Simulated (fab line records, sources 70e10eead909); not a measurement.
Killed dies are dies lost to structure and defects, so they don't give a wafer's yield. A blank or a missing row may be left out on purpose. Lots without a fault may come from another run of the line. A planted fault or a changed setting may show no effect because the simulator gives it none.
Chamber matching | flow nand_harc | NHARC_A_STAIRCASE_TRIM_12 on rie_diel-06: 4 sister chambers
The step chemistry O2, time 211.2 s. 22 wafers are shown with their chamber, then 11 later ones without.

WAFERS WITH THEIR CHAMBER
wafer  | chamber | showerhead_plenum_p_Torr (Torr) | drypump_motor_current_A (A) | rf_vpp_V (V)
L075.2 | 1       | 3.50                            | 5.3                         | 57.9
L075.5 | 3       | 3.59                            | 6.0                         | 59.0
L075.6 | 2       | 3.41                            | 5.4                         | 56.1
L076.2 | 2       | 3.41                            | 5.4                         | 56.9
L076.5 | 0       | 3.77                            | 5.0                         | 58.4
L076.6 | 3       | 3.59                            | 5.9                         | 56.9
L079.1 | 3       | 3.58                            | 5.9                         | 57.2
L079.2 | 1       | 3.49                            | 5.3                         | 57.2
L079.3 | 2       | 3.41                            | 5.4                         | 59.2
L080.1 | 2       | 3.40                            | 5.4                         | 57.8
L080.3 | 3       | 3.58                            | 5.9                         | 55.6
L080.5 | 2       | 3.40                            | 5.4                         | 57.5
L082.1 | 0       | 3.76                            | 5.0                         | 57.9
L082.2 | 3       | 3.58                            | 6.0                         | 57.9
L082.5 | 1       | 3.49                            | 5.2                         | 57.1
L084.1 | 1       | 3.48                            | 5.3                         | 59.6
L084.3 | 3       | 3.57                            | 6.0                         | 57.3
L084.6 | 0       | 3.75                            | 5.0                         | 58.7
L087.1 | 1       | 3.48                            | 5.2                         | 56.9
L087.4 | 2       | 3.39                            | 5.4                         | 57.3
L087.6 | 3       | 3.57                            | 6.0                         | 57.0
L092.4 | 1       | 3.47                            | 5.3                         | 57.2

SIGNATURES (means of the wafers above)
reading                  | chamber 0 | chamber 1 | chamber 2 | chamber 3 | scatter within a chamber
showerhead_plenum_p_Torr | 3.7600    | 3.4850    | 3.4033    | 3.5800    | 0.00908
drypump_motor_current_A  | 5.000     | 5.267     | 5.400     | 5.957     | 0.0411
rf_vpp_V                 | 58.333    | 57.650    | 57.467    | 57.271    | 0.977
Rule: a wafer's distance from a chamber is the root of the sum, over the readings, of the square of ((its reading less the chamber's mean) divided by the reading's scatter). The wafer belongs to the nearest chamber; if the next one is less than 2 further off, it can't be placed. The scatter: the root of (the sum of the squares of (reading less its chamber's mean) over the shown wafers, divided by (wafers less chambers)).

WAFERS WITHOUT THEIR CHAMBER
wafer  | showerhead_plenum_p_Torr (Torr) | drypump_motor_current_A (A) | rf_vpp_V (V)
L092.5 | 3.47                            | 5.3                         | 58.6
L092.6 | 3.74                            | 5.0                         | 58.3
L096.2 | 3.46                            | 5.3                         | 58.0
L096.3 | 3.56                            | 6.0                         | 57.8
L096.4 | 3.38                            | 5.4                         | 58.3
L095.3 | 3.46                            | 5.3                         | 57.6
L095.5 | 3.73                            | 5.0                         | 57.9
L095.6 | 3.55                            | 5.9                         | 57.8
L097.1 | 3.55                            | 5.9                         | 57.9
L097.2 | 3.73                            | 5.0                         | 58.0
L097.5 | 3.46                            | 5.3                         | 58.0

WHICH CHAMBER EACH WENT THROUGH
wafer  | from the rows above | in truth
L092.5 | 1                   | 1
L092.6 | 0                   | 0
L096.2 | 1                   | 1
L096.3 | 3                   | 3
L096.4 | 2                   | 2
L095.3 | 1                   | 1
L095.5 | 0                   | 0
L095.6 | 3                   | 3
L097.1 | 3                   | 3
L097.2 | 0                   | 0
L097.5 | 1                   | 1
Placed correctly: 11 of 11. Can't be placed from these rows: 0. Placed wrongly: 0.
